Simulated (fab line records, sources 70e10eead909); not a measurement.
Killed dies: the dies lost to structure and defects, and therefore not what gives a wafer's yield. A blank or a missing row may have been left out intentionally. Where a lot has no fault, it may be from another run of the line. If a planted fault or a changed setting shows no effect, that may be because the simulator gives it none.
Comparing a struck lot with a sound one + flow nandHarc + 17 steps out of a route of 1159
Sound: these wafers, L770.2, L770.5, L770.6. Struck: wafers L779.2, L779.4, L779.5. Last of all comes the cause.
Order at every step that has rows: each side's tool, ch and its chambers, its first start. Under that, the readings that differ: sound wafers + struck wafers + difference of the means + sigmas: that difference in standard deviations of wafers without a fault.
alike: readings with means less than 2 such deviations apart, plus words and numbers identical on both sides. not compared: withheld readings, readings lacking a value on some wafer, bounds such as >300 that could conceal the same value, and numbers that have no deviation in the record and whose values overlap.
Wherever a step has rows on one side only, a row that says differs or no value, or a row with sigmas, the two part there. Numbers that have no deviation but don't overlap get no sigmas and don't part them. A reading that every wafer of one side lacks parts them only if that side has two wafers or more.

first, 2 steps without rows for these wafers: NHARC_P_BONDPAD_HARDBAKE_10 (time 65 s); NHARC_P_BONDPAD_DESCUM_11 (chemistry O2, time 3 s).
NHARC_P_BONDPAD_ETCH_37: etches the open film in N2/H2, target depth 60 nm, overetch 18 nm, time 65.91 s.
  sound on rieDiel-04 ch 1,2, day 7 03:16; struck on rieDiel-13 ch 1,2, day 9 02:52
| reading    | sound             | struck            | difference | sigmas |
|------------|-------------------|-------------------|------------|--------|
| rfVppV (V) | 424.9 426.8 425.9 | 432.6 428.8 430.1 | +4.6       | +2     |
  alike: drypumpMotorCurrentA, oesProductAu, showerheadPlenumPTorr, throttleValvePct
  not compared: rfHoursCounterH
NHARC_P_BONDPAD_ETCH_12: etches the open film in CHF3/O2, target depth 200 nm, time 100 s.
  sound on rieDiel-04 ch 0,3; struck on rieDiel-13 ch 0,1
  alike: drypumpMotorCurrentA, oesProductAu, rfVppV, showerheadPlenumPTorr, throttleValvePct
  not compared: rfHoursCounterH
NHARC_P_BONDPAD_CD_MEAS_13:
  struck on cdSem-01, day 9 03:05; sound on cdSem-01, day 7 03:31
  alike: cdNm
then, 5 steps without rows for these wafers: NHARC_P_BONDPAD_STRIP_15 (strips in O2); NHARC_P_BONDPAD_ETCH_24 (etches the open film in CF4/N2, target depth 30 nm, time 72.99 s); NHARC_P_BONDPAD_STRIP_16 (strips in post etch residue remover, time 600 s); NHARC_P_BONDPAD_DEGAS_25 (time 60 s); NHARC_P_BONDPAD_PRE_CLEAN_26 (time 30 s).
NHARC_P_BONDPAD_PVD_17: deposits TaN, target thk 5 nm, time 8.06 s.
  sound on pvdSputter-03; struck on pvdSputter-02
  alike: throttleValvePct
NHARC_P_BONDPAD_PVD_27: deposits Cu, target thk 30 nm, time 20.49 s.
  sound on pvdSputter-03; struck on pvdSputter-02
  alike: throttleValvePct
NHARC_P_BONDPAD_ECD_18: material Cu, target thk 400 nm.
  sound on ecdCu-01 ch 0,1, day 7 04:35; struck on ecdCu-01 ch 0,1, day 9 04:07
  no value came back on the struck wafers for bathHeatDutyPct (%), bathTempC (C); on the sound wafers bathHeatDutyPct (%) reads 6.4 6.3 6.7
NHARC_P_BONDPAD_ANNEAL_28: time 90 s.
  sound on rtpAnneal-02 ch 0, day 7 04:58; struck on rtpAnneal-02 ch 0, day 9 04:30
  alike: wafer_temp_C_max
then, 1 step without rows for these wafers: NHARC_P_BONDPAD_CMP_19 (polishes, t overpolish 30 s, cu recess touch 16 s, target thk 160.81 nm).
NHARC_P_BONDPAD_THK_MEAS_20: measures by xrf.
  struck on filmMetro-02, day 9 05:07; sound on filmMetro-02, day 7 05:35
| reading    | sound             | struck         | difference | sigmas      |
|------------|-------------------|----------------|------------|-------------|
| thkNm (nm) | 161.9 162.1 163.3 | 30.9 29.2 29.2 | -132.7     | -99 or more |
then, 1 step without rows for these wafers: NHARC_P_BONDPAD_SRD_21 (time 30 s, dry time 20 s).

## WHERE THEY PART
Last at NHARC_P_BONDPAD_THK_MEAS_20 as far as this record goes, first at NHARC_P_BONDPAD_ETCH_37.

WHY: what had been put in by the simulator
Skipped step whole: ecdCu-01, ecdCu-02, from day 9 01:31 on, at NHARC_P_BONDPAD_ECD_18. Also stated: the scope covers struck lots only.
